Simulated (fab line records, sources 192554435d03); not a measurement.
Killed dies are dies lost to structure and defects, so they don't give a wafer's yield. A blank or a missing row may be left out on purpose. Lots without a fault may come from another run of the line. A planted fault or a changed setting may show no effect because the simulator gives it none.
Split-lot experiment | flow n5_finfet | 7 lots, 21 wafers read, on a route of 1938 steps

THE SPLIT
At N5_BEOL_M13_COAT_58 (time 60 s, resist thk 89 nm), the setting spin_rpm was moved away from the recipe's 1500 rpm on 4 of the 21 wafers read, by +8.9% to +9.7%. The other wafers ran this setting at the recipe's value.

FROM THE SPLIT TO THE READING: what the file shows between them, 3 steps
- N5_BEOL_M13_COAT_04: resist thk 400 nm
- N5_BEOL_M13_EBR_06
- N5_BEOL_M13_DESCUM_15: chemistry O2, time 7.9 s

THE READING
etch.depth_nm (the simulator's own value, which no gauge read), in nm, at N5_BEOL_M13_ETCH_59 (etches BARC in N2/H2, target depth 89 nm, overetch 26.7 nm, time 67.9 s). The file gives no usual value for it. The 17 wafers here that ran the recipe average 88.95 nm, standard deviation 0.25 nm.

wafer  | tool, chamber at the split | spin_rpm as run, rpm | against the recipe | etch.depth_nm, nm | against lot-mates on the recipe
L075.1 | litho_track-01, 0          | 1634                 | +8.9%              | 85.16             | -3.86
L075.2 | litho_track-01, 0          | 1634                 | +8.9%              | 85.28             | -3.74
L075.4 | litho_track-01, 0          | 1500                 | recipe             | 89.02             | -
L083.2 | litho_track-05, 0          | 1645                 | +9.7%              | 85.58             | -3.89
L083.5 | litho_track-05, 0          | 1500                 | recipe             | 89.31             | -
L083.6 | litho_track-05, 0          | 1500                 | recipe             | 89.62             | -
L081.1 | litho_track-02, 0          | 1500                 | recipe             | 88.99             | -
L081.3 | litho_track-02, 0          | 1500                 | recipe             | 88.75             | -
L081.6 | litho_track-02, 0          | 1500                 | recipe             | 88.87             | -
L084.1 | litho_track-02, 0          | 1500                 | recipe             | 88.98             | -
L084.2 | litho_track-02, 0          | 1500                 | recipe             | 89.12             | -
L084.4 | litho_track-02, 0          | 1500                 | recipe             | 89.1              | -
L085.4 | litho_track-02, 0          | 1500                 | recipe             | 88.96             | -
L085.5 | litho_track-02, 0          | 1500                 | recipe             | 88.74             | -
L085.6 | litho_track-02, 0          | 1500                 | recipe             | 88.89             | -
L089.3 | litho_track-02, 0          | 1644                 | +9.6%              | 85.07             | -3.80
L089.4 | litho_track-02, 0          | 1500                 | recipe             | 88.97             | -
L089.5 | litho_track-02, 0          | 1500                 | recipe             | 88.76             | -
L091.1 | litho_track-05, 0          | 1500                 | recipe             | 88.54             | -
L091.3 | litho_track-05, 0          | 1500                 | recipe             | 88.66             | -
L091.5 | litho_track-05, 0          | 1500                 | recipe             | 88.82             | -

THE FIT
A straight line over all 21 wafers: etch.depth_nm changes by -0.395 nm for each +1% of spin_rpm; r = -0.99; the points scatter about the line by 0.26 nm.
The same after taking each lot's own level away (the mean of its wafers on the recipe; 21 wafers): -0.411 nm for each +1%; r = -1.00; scatter 0.11 nm.
On that fit, the largest move of spin_rpm shifts the reading by 4 nm.
The lots' own levels span 88.673 to 89.465 nm, that is 3.2 times the standard deviation above.
So the lot-to-lot level changes the slope little: the two slopes agree.
Check: with one of the wafers moved furthest among these (+9.7%) left out of the fit, the line predicts -4.01 nm for it against its lot-mates. It came out at -3.89 nm against them.

OTHER SPLITS ON THESE WAFERS
These wafers also went through other splits before the reading. Each is held against what the fit with the lots' levels taken away leaves over:
other split on the same wafers      | wafers away from the commonest value | r with etch.depth_nm (lot level and that fit taken away)
N5_BEOL_M10_TRENCH_ETCH_37 source_w | 7                                    | +0.00
N5_BEOL_M10_ETCH_41 source_w        | 12                                   | +0.13
N5_BEOL_M11_PECVD_70 temp_c         | 8                                    | +0.01
N5_BEOL_M11_COAT_05 spin_rpm        | 9                                    | -0.40
N5_BEOL_M12_CMP_49 down_force_psi   | 6                                    | +0.03

THE WHOLE CHAIN: every reading that the file lists as answering this split, in the file's order
step                 | what it does                                                            | reading                                                                          | change (the file's fit)               | r (the file's)
N5_BEOL_M13_COAT_58  | time 60 s, resist thk 89 nm                                             | BARC_of_BEOL_M13_COAT_58.thk_nm (the simulator's own value, which no gauge read) | -0.411 nm for each +1% of the setting | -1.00
N5_BEOL_M13_ETCH_59  | etches BARC in N2/H2, target depth 89 nm, overetch 26.7 nm, time 67.9 s | etch.depth_nm (the simulator's own value, which no gauge read)                   | -0.406 nm for each +1% of the setting | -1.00
N5_BEOL_M13_STRIP_64 | strips in N2/H2                                                         | strip_time_to_endpoint_s                                                         | withheld for each +1% of the setting  | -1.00

THE FILE'S OWN FIT
etch.depth_nm changes by -0.406 nm for each +1% of spin_rpm, r = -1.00.
